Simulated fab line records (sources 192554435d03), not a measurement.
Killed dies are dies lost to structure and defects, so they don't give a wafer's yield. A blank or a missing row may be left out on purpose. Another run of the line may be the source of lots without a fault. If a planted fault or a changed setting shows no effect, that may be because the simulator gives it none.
Which tool did it? + flow n5-finfet + 24 lots, 72 wafers sampled, at 5 steps of a route of 1938

== WHAT EACH GAUGE READ, for each wafer ==
N5_SD_EPI_P_OVL_MEAS_10.
| lot  | measured    | on         | SD_P_BLK_OVL (nm) |
|------|-------------|------------|-------------------|
| L074 | day 3 05:58 | overlay-02 | -0.4 0.0 -0.2     |
| L075 | day 3 11:57 | overlay-01 | -1.1 -0.4 -1.4    |
| L076 | day 3 17:28 | overlay-02 | 0.4 0.6 0.4       |
| L077 | day 4 00:21 | overlay-01 | -0.6 -2.5 -0.2    |
| L078 | day 4 06:20 | overlay-02 | -1.1 -0.5 0.5     |
| L079 | day 4 13:32 | overlay-02 | 0.8 -0.3 -0.5     |
| L080 | day 4 21:36 | overlay-01 | 0.0 -0.1 0.0      |
| L081 | day 5 00:56 | overlay-02 | 0.3 -1.0 -0.2     |
| L082 | day 5 08:28 | overlay-01 | -1.1 0.3 -0.9     |
| L083 | day 5 13:07 | overlay-02 | -0.8 -0.4 -0.2    |
| L084 | day 5 17:13 | overlay-02 | -1.6 -0.4 -0.4    |
| L085 | day 6 00:44 | overlay-01 | -1.5 -0.2 -0.1    |
| L086 | day 6 05:33 | overlay-01 | -1.2 -2.2 0.1     |
| L087 | day 6 11:02 | overlay-01 | 0.6 -0.4 0.3      |
| L088 | day 6 17:10 | overlay-02 | 0.1 0.2 0.6       |
| L089 | day 6 23:55 | overlay-01 | -0.7 0.4 -0.1     |
| L090 | day 7 05:20 | overlay-02 | -0.9 -2.0 -1.2    |
| L091 | day 7 12:53 | overlay-02 | -0.5 0.1 -0.1     |
| L092 | day 7 18:27 | overlay-02 | -0.2 -0.4 -0.6    |
| L093 | day 8 01:25 | overlay-02 | 0.7 0.4 1.3       |
| L094 | day 8 05:40 | overlay-02 | 0.1 0.2 0.2       |
| L095 | day 8 10:53 | overlay-02 | -0.6 -0.2 0.3     |
| L096 | day 9 00:14 | overlay-01 | -0.3 -0.4 0.4     |
| L097 | day 9 06:07 | overlay-02 | -1.4 -2.0 -1.9    |

N5_ILD0_INSPECT_06: inspects for defects (darkfield).
| lot  | measured    | on                | raw-defect-count |
|------|-------------|-------------------|------------------|
| L074 | day 3 18:55 | defect-inspect-02 | 41 17 43         |
| L075 | day 3 22:56 | defect-inspect-01 | 56 62 45         |
| L076 | day 4 04:16 | defect-inspect-01 | 43 28 47         |
| L077 | day 4 11:25 | defect-inspect-02 | 72 38 35         |
| L078 | day 4 18:47 | defect-inspect-01 | 41 52 39         |
| L079 | day 5 01:44 | defect-inspect-02 | 41 27 50         |
| L080 | day 5 08:29 | defect-inspect-02 | 44 24 38         |
| L081 | day 5 11:50 | defect-inspect-02 | 11 24 19         |
| L082 | day 5 20:32 | defect-inspect-01 | 40 48 46         |
| L083 | day 6 02:25 | defect-inspect-02 | 71 86 75         |
| L084 | day 6 04:17 | defect-inspect-02 | 65 34 31         |
| L085 | day 6 12:00 | defect-inspect-02 | 62 42 59         |
| L086 | day 6 16:28 | defect-inspect-01 | 36 75 22         |
| L087 | day 6 22:16 | defect-inspect-01 | 41 24 37         |
| L088 | day 7 04:40 | defect-inspect-02 | 41 64 74         |
| L089 | day 7 11:13 | defect-inspect-01 | 59 25 61         |
| L090 | day 7 16:22 | defect-inspect-01 | 47 53 79         |
| L091 | day 7 23:52 | defect-inspect-01 | 89 57 79         |
| L092 | day 8 05:16 | defect-inspect-02 | 37 17 21         |
| L093 | day 8 14:26 | defect-inspect-01 | 39 27 42         |
| L094 | day 8 17:44 | defect-inspect-01 | 40 41 40         |
| L095 | day 8 21:43 | defect-inspect-01 | 41 20 46         |
| L096 | day 9 12:05 | defect-inspect-01 | 36 37 35         |
| L097 | day 9 18:20 | defect-inspect-01 | 30 45 42         |

N5_HKMG_FIN_CD_MEAS_49 targets a cd of 202 nm.
| lot  | measured     | on        | cd-nm (nm)        |
|------|--------------|-----------|-------------------|
| L074 | day 4 02:25  | cd-sem-01 | 201.9 202.3 202.1 |
| L075 | day 4 05:18  | cd-sem-02 | 201.3 201.4 202.4 |
| L076 | day 4 10:18  | cd-sem-01 | 201.9 200.9 202.3 |
| L077 | day 4 17:37  | cd-sem-01 | 202.1 202.2 201.3 |
| L078 | day 5 02:42  | cd-sem-01 | 202.7 200.4 201.6 |
| L079 | day 5 08:28  | cd-sem-02 | 202.1 201.5 201.4 |
| L080 | day 5 15:11  | cd-sem-03 | 200.4 201.3 200.7 |
| L081 | day 5 18:15  | cd-sem-03 | 203.1 201.8 202.8 |
| L082 | day 6 03:47  | cd-sem-02 | 201.6 201.9 202.1 |
| L083 | day 6 08:16  | cd-sem-02 | 200.9 202.2 202.2 |
| L084 | day 6 10:40  | cd-sem-02 | 200.8 201.6 202.0 |
| L085 | day 6 18:41  | cd-sem-03 | 201.7 202.6 202.1 |
| L086 | day 6 22:32  | cd-sem-02 | 202.3 202.6 201.8 |
| L087 | day 7 04:47  | cd-sem-02 | 202.5 202.2 201.1 |
| L088 | day 7 10:46  | cd-sem-02 | 201.1 201.0 201.4 |
| L089 | day 7 18:19  | cd-sem-01 | 201.2 201.8 201.5 |
| L090 | day 7 22:27  | cd-sem-03 | 201.7 203.1 202.7 |
| L091 | day 8 06:16  | cd-sem-01 | 202.7 202.4 201.4 |
| L092 | day 8 11:52  | cd-sem-02 | 201.7 201.5 202.1 |
| L093 | day 8 20:28  | cd-sem-03 | 201.0 201.7 202.3 |
| L094 | day 9 00:27  | cd-sem-02 | 201.4 201.8 200.6 |
| L095 | day 9 04:05  | cd-sem-02 | 201.2 202.2 201.2 |
| L096 | day 9 17:56  | cd-sem-03 | 201.8 202.7 201.8 |
| L097 | day 10 00:22 | cd-sem-01 | 201.2 202.6 201.6 |

== EACH LOT AND THE TOOL THAT RAN IT (in order: tool; ch and the chambers of the sampled wafers; start) ==
| lot  | N5_SD_EPI_N_ETCHBACK_44           | N5_DUMMY_REMOVAL_STRIP_10         |
|------|-----------------------------------|-----------------------------------|
| L074 | rie-diel-05 ch 0,1,3, day 3 01:09 | rie-diel-03 ch 0,2,3, day 4 00:37 |
| L075 | rie-diel-04 ch 0,2,3, day 3 08:00 | rie-diel-01 ch 0,2, day 4 03:31   |
| L076 | rie-diel-06 ch 0,2, day 3 13:32   | rie-diel-03 ch 0,2, day 4 08:46   |
| L077 | rie-diel-04 ch 0,2, day 3 20:23   | rie-diel-03 ch 2,3, day 4 15:56   |
| L078 | rie-diel-06 ch 1,2,3, day 4 02:30 | rie-diel-01 ch 0,1,2, day 5 00:59 |
| L079 | rie-diel-04 ch 0,1,3, day 4 09:35 | rie-diel-02 ch 1,2, day 5 06:49   |
| L080 | rie-diel-04 ch 1,2,3, day 4 17:43 | rie-diel-01 ch 0,1, day 5 13:51   |
| L081 | rie-diel-05 ch 0,1, day 4 18:58   | rie-diel-03 ch 1,3, day 5 16:55   |
| L082 | rie-diel-04 ch 0,2,3, day 5 04:31 | rie-diel-03 ch 0,1,3, day 6 02:16 |
| L083 | rie-diel-05 ch 1,2, day 5 09:17   | rie-diel-01 ch 0,1, day 6 06:56   |
| L084 | rie-diel-04 ch 1,2,3, day 5 13:16 | rie-diel-01 ch 0,1,2, day 6 09:17 |
| L085 | rie-diel-05 ch 0,1,3, day 5 20:53 | rie-diel-01 ch 0,2,3, day 6 17:04 |
| L086 | rie-diel-06 ch 0,2,3, day 6 01:35 | rie-diel-02 ch 0,1,3, day 6 21:11 |
| L087 | rie-diel-04 ch 1,2,3, day 6 07:05 | rie-diel-01 ch 1,3, day 7 03:12   |
| L088 | rie-diel-04 ch 0,2,3, day 6 13:08 | rie-diel-03 ch 2,3, day 7 09:18   |
| L089 | rie-diel-04 ch 1,2,3, day 6 19:59 | rie-diel-01 ch 1,2, day 7 15:37   |
| L090 | rie-diel-05 ch 0,2, day 7 01:22   | rie-diel-02 ch 0,1,3, day 7 20:55 |
| L091 | rie-diel-05 ch 1,2,3, day 7 08:56 | rie-diel-01 ch 0,2,3, day 8 04:35 |
| L092 | rie-diel-06 ch 1,2, day 7 14:28   | rie-diel-03 ch 0,1,2, day 8 10:26 |
| L093 | rie-diel-06 ch 0,3, day 7 21:35   | rie-diel-01 ch 0,1, day 8 18:59   |
| L094 | rie-diel-05 ch 2,3, day 8 01:18   | rie-diel-02 ch 0,1,3, day 8 23:05 |
| L095 | rie-diel-04 ch 0,1,3, day 8 07:04 | rie-diel-02 ch 0,1,2, day 9 02:37 |
| L096 | rie-diel-05 ch 0,1,3, day 8 20:18 | rie-diel-03 ch 0,1,3, day 9 16:36 |
| L097 | rie-diel-04 ch 0,2,3, day 9 02:10 | rie-diel-01 ch 0,2, day 9 22:54   |
- N5_SD_EPI_N_ETCHBACK_44: etches SiNx in CH3F/O2, stops on SiO2, target depth 14.5 nm.
- N5_DUMMY_REMOVAL_STRIP_10: strips in N2/H2, time 40 s.

== WHAT THE TOOLS THEMSELVES READ (means of the sampled wafers that have a number; where no wafer has one, the mark that the record gives instead) ==
N5_SD_EPI_N_ETCHBACK_44.
| lot  | tool        | CH3F_flow_sccm (sccm) | chamber-pressure-mTorr (mTorr) | drypump-motor-current-A (A) | oes-product-au (a.u.) | rf-vpp-V (V) | showerhead-plenum-p-Torr (Torr) | throttle-valve-pct (%) |
|------|-------------|-----------------------|--------------------------------|-----------------------------|-----------------------|--------------|---------------------------------|------------------------|
| L074 | rie-diel-05 | 30.02                 | 30.009                         | 5.5                         | 0.61                  | 303          | 1.95                            | 16.6                   |
| L075 | rie-diel-04 | 30.08                 | 30.017                         | 6.2                         | 0.65                  | 307          | 2.00                            | 16.5                   |
| L076 | rie-diel-06 | 30.03                 | 30.005                         | 5.8                         | 0.65                  | 297          | 2.03                            | 16.5                   |
| L077 | rie-diel-04 | 30.10                 | 30.035                         | 6.0                         | 0.61                  | 309          | 1.99                            | 16.4                   |
| L078 | rie-diel-06 | 30.03                 | 29.997                         | 5.3                         | 0.69                  | 301          | 2.05                            | 16.2                   |
| L079 | rie-diel-04 | 29.96                 | 30.002                         | 6.3                         | 0.65                  | 303          | 2.04                            | 16.6                   |
| L080 | rie-diel-04 | 30.06                 | 30.010                         | 5.9                         | 0.63                  | 302          | 1.99                            | 16.7                   |
| L081 | rie-diel-05 | 30.00                 | 29.997                         | 5.0                         | 0.60                  | 300          | 1.90                            | 16.7                   |
| L082 | rie-diel-04 | 29.98                 | 30.006                         | 6.2                         | 0.63                  | 308          | 1.99                            | 16.5                   |
| L083 | rie-diel-05 | 30.02                 | 29.986                         | 5.3                         | 0.71                  | 297          | 1.97                            | 16.1                   |
| L084 | rie-diel-04 | 30.07                 | 30.036                         | 5.9                         | 0.62                  | 301          | 1.99                            | 16.7                   |
| L085 | rie-diel-05 | 29.90                 | 29.977                         | 5.5                         | 0.59                  | 302          | 1.95                            | 16.6                   |
| L086 | rie-diel-06 | 30.06                 | 29.999                         | 5.7                         | 0.66                  | 302          | 2.04                            | 16.4                   |
| L087 | rie-diel-04 | 29.93                 | 30.006                         | 5.9                         | 0.62                  | 301          | 1.99                            | 16.7                   |
| L088 | rie-diel-04 | 30.00                 | 30.024                         | 6.2                         | 0.63                  | 307          | 1.99                            | 16.5                   |
| L089 | rie-diel-04 | 30.02                 | 29.977                         | 5.9                         | 0.62                  | 301          | 1.99                            | 16.7                   |
| L090 | rie-diel-05 | 29.95                 | 29.995                         | 5.1                         | 0.70                  | 298          | 1.98                            | 16.1                   |
| L091 | rie-diel-05 | 30.05                 | 29.996                         | 5.6                         | 0.72                  | 300          | 1.97                            | 16.2                   |
| L092 | rie-diel-06 | 30.02                 | 30.016                         | 4.9                         | 0.63                  | 295          | 2.02                            | 16.4                   |
| L093 | rie-diel-06 | 29.99                 | 29.967                         | 6.0                         | 0.65                  | 304          | 1.99                            | 16.4                   |
| L094 | rie-diel-05 | 30.00                 | 29.996                         | 6.0                         | 0.79                  | 303          | 2.03                            | 16.0                   |
| L095 | rie-diel-04 | 29.95                 | 30.020                         | 6.3                         | 0.62                  | 303          | 2.02                            | 16.7                   |
| L096 | rie-diel-05 | 29.94                 | 30.018                         | 5.5                         | 0.73                  | 303          | 2.02                            | 16.4                   |
| L097 | rie-diel-04 | 29.95                 | 30.002                         | 6.2                         | 0.71                  | 307          | 1.98                            | 16.4                   |

N5_DUMMY_REMOVAL_STRIP_10.
| lot  | tool        | chamber-pressure-mTorr (mTorr) | drypump-motor-current-A (A) | oes-product-au (a.u.) | rf-vpp-V (V) | showerhead-plenum-p-Torr (Torr) | throttle-valve-pct (%) |
|------|-------------|--------------------------------|-----------------------------|-----------------------|--------------|---------------------------------|------------------------|
| L074 | rie-diel-03 | 99.93                          | 6.4                         | 0.84                  | 45.4         | 3.48                            | 11.96                  |
| L075 | rie-diel-01 | 100.02                         | 5.3                         | 0.85                  | 45.4         | 3.48                            | 12.37                  |
| L076 | rie-diel-03 | 100.03                         | 6.3                         | 0.77                  | 45.1         | 3.41                            | 12.02                  |
| L077 | rie-diel-03 | 99.94                          | 6.5                         | 0.83                  | 44.8         | 3.43                            | 11.98                  |
| L078 | rie-diel-01 | 100.02                         | 5.4                         | 0.77                  | 45.6         | 3.44                            | 12.34                  |
| L079 | rie-diel-02 | 99.94                          | 5.9                         | 0.76                  | 45.2         | 3.42                            | 12.45                  |
| L080 | rie-diel-01 | 99.99                          | 5.3                         | 0.72                  | 45.8         | 3.45                            | 12.26                  |
| L081 | rie-diel-03 | 99.98                          | 6.0                         | 0.81                  | 45.0         | 3.43                            | 12.22                  |
| L082 | rie-diel-03 | 100.03                         | 6.1                         | 0.81                  | 45.7         | 3.48                            | 12.10                  |
| L083 | rie-diel-01 | 100.05                         | 5.3                         | 0.71                  | 45.8         | 3.45                            | 12.27                  |
| L084 | rie-diel-01 | 100.03                         | 5.4                         | 0.77                  | 44.7         | 3.43                            | 12.37                  |
| L085 | rie-diel-01 | 100.05                         | 5.6                         | 0.77                  | 46.4         | 3.43                            | 12.34                  |
| L086 | rie-diel-02 | 99.96                          | 5.8                         | 0.71                  | 45.3         | 3.35                            | 12.61                  |
| L087 | rie-diel-01 | 100.00                         | 5.9                         | 0.67                  | 44.6         | 3.33                            | 12.35                  |
| L088 | rie-diel-03 | 100.02                         | 6.5                         | 0.80                  | 45.5         | 3.42                            | 12.02                  |
| L089 | rie-diel-01 | 99.94                          | 5.5                         | 0.79                  | 44.5         | 3.41                            | 12.49                  |
| L090 | rie-diel-02 | 99.94                          | 5.8                         | 0.71                  | 46.0         | 3.35                            | 12.63                  |
| L091 | rie-diel-01 | 100.02                         | 5.6                         | 0.75                  | 45.9         | 3.42                            | 12.37                  |
| L092 | rie-diel-03 | 99.99                          | 6.1                         | 0.74                  | 45.6         | 3.39                            | 12.21                  |
| L093 | rie-diel-01 | 99.99                          | 5.5                         | 0.69                  | 45.3         | 3.38                            | 12.36                  |
| L094 | rie-diel-02 | 99.99                          | 5.8                         | 0.70                  | 45.1         | 3.34                            | 12.65                  |
| L095 | rie-diel-02 | 99.96                          | 5.9                         | 0.72                  | 45.5         | 3.40                            | 12.55                  |
| L096 | rie-diel-03 | 100.05                         | 6.1                         | 0.79                  | 45.5         | 3.47                            | 12.18                  |
| L097 | rie-diel-01 | 99.97                          | 5.3                         | 0.75                  | 45.1         | 3.47                            | 12.39                  |

== THE ANSWER, worked out from the rows above alone ==
Rule: what is usual is taken from the lots themselves. Put in order of their means at a reading, lots are off if they are a third of the lots or fewer, leave a main group of 4 or more, and stand apart from it by a gap of 3 or more times the standard deviation of the main group's means; of several such gaps the widest counts. The tables above print the reading to a certain number of digits; a main group whose means all agree to those digits is not used. A lot without any number at a reading at which 4 lots or more have one is off too. The other lots that the step has rows for count as sound. Order of review: gauges by route order, followed by the tools' own readings, for which a lot's mean as printed above is used. The first step at which some lot is off is used, and at that step the reading that is off furthest; a lot without a number counts as furthest.
No lot is off at any reading shown: from this, nothing can be told.

== WHAT THE SIMULATOR PUT IN ==
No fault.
